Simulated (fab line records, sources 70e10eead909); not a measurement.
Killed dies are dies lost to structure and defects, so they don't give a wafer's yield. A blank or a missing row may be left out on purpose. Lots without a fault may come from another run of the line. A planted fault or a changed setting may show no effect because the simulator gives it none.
Chamber matching | flow nand_harc | NHARC_A_STAIRCASE_ETCHBACK_157 on rie_diel-02: 4 sister chambers
The step etches the open film in CH3F/O2, target depth 90 nm, time 167.14 s. 27 wafers are shown with their chamber, then 12 later ones without.

WAFERS WITH THEIR CHAMBER
wafer  | chamber | drypump_motor_current_A (A) | showerhead_plenum_p_Torr (Torr) | rf_vpp_V (V)
L076.1 | 1       | 6.0                         | 2.48                            | 245.6
L076.3 | 2       | 5.7                         | 2.31                            | 243.6
L076.6 | 3       | 5.2                         | 2.31                            | 242.5
L077.1 | 0       | 6.1                         | 2.44                            | 244.8
L077.5 | 2       | 5.7                         | 2.31                            | 243.4
L077.6 | 1       | 6.0                         | 2.48                            | 244.3
L078.2 | 2       | 5.7                         | 2.31                            | 242.0
L078.4 | 1       | 6.0                         | 2.48                            | 243.1
L078.5 | 0       | 6.1                         | 2.44                            | 243.8
L082.4 | 0       | 6.1                         | 2.44                            | 244.2
L082.5 | 2       | 5.7                         | 2.31                            | 242.3
L082.6 | 3       | 5.2                         | 2.31                            | 242.3
L084.2 | 0       | 6.1                         | 2.43                            | 245.0
L084.3 | 1       | 6.0                         | 2.47                            | 244.3
L084.6 | 2       | 5.7                         | 2.30                            | 243.4
L083.3 | 1       | 6.0                         | 2.47                            | 244.6
L083.5 | 0       | 6.1                         | 2.43                            | 243.1
L083.6 | 1       | 6.0                         | 2.47                            | 245.1
L086.1 | 3       | 5.2                         | 2.30                            | 241.1
L086.2 | 1       | 6.0                         | 2.47                            | 245.1
L086.6 | 3       | 5.2                         | 2.30                            | 241.3
L087.1 | 1       | 6.0                         | 2.46                            | 243.7
L087.3 | 3       | 5.2                         | 2.30                            | 241.5
L087.4 | 2       | 5.7                         | 2.30                            | 242.3
L093.1 | 1       | 6.0                         | 2.46                            | 245.0
L093.4 | 3       | 5.3                         | 2.29                            | 242.2
L093.5 | 2       | 5.7                         | 2.30                            | 240.1

SIGNATURES (means of the wafers above)
reading                  | chamber 0 | chamber 1 | chamber 2 | chamber 3 | scatter within a chamber
drypump_motor_current_A  | 6.100     | 6.000     | 5.700     | 5.217     | 0.019
showerhead_plenum_p_Torr | 2.4360    | 2.4711    | 2.3057    | 2.3017    | 0.0068
rf_vpp_V                 | 244.180   | 244.533   | 242.443   | 241.817   | 0.881
Rule: a wafer's distance from a chamber is the root of the sum, over the readings, of the square of ((its reading less the chamber's mean) divided by the reading's scatter). The wafer belongs to the nearest chamber; if the next one is less than 2 further off, it can't be placed. The scatter: the root of (the sum of the squares of (reading less its chamber's mean) over the shown wafers, divided by (wafers less chambers)).

WAFERS WITHOUT THEIR CHAMBER
wafer  | drypump_motor_current_A (A) | showerhead_plenum_p_Torr (Torr) | rf_vpp_V (V)
L092.2 | 5.7                         | 2.30                            | 241.7
L092.3 | 6.0                         | 2.46                            | 244.9
L092.5 | 5.7                         | 2.29                            | 240.9
L094.1 | 5.7                         | 2.29                            | 242.6
L094.3 | 6.1                         | 2.42                            | 243.1
L094.5 | 6.0                         | 2.42                            | 243.5
L095.2 | 5.2                         | 2.29                            | 242.1
L095.4 | 5.7                         | 2.29                            | 241.6
L095.5 | 6.1                         | 2.42                            | 246.0
L097.2 | 6.0                         | 2.45                            | 244.5
L097.3 | 6.1                         | 2.42                            | 244.0
L097.6 | 6.1                         | 2.42                            | 244.2

WHICH CHAMBER EACH WENT THROUGH
wafer  | from the rows above     | in truth
L092.2 | 2                       | 2
L092.3 | 1                       | 1
L092.5 | 2                       | 2
L094.1 | 2                       | 2
L094.3 | 0                       | 0
L094.5 | can't be placed: 0 or 1 | 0
L095.2 | 3                       | 3
L095.4 | 2                       | 2
L095.5 | 0                       | 0
L097.2 | 1                       | 1
L097.3 | 0                       | 0
L097.6 | 0                       | 0
Placed correctly: 11 of 12. Can't be placed from these rows: 1 (the true chamber is among the candidates in 1). Placed wrongly: 0.
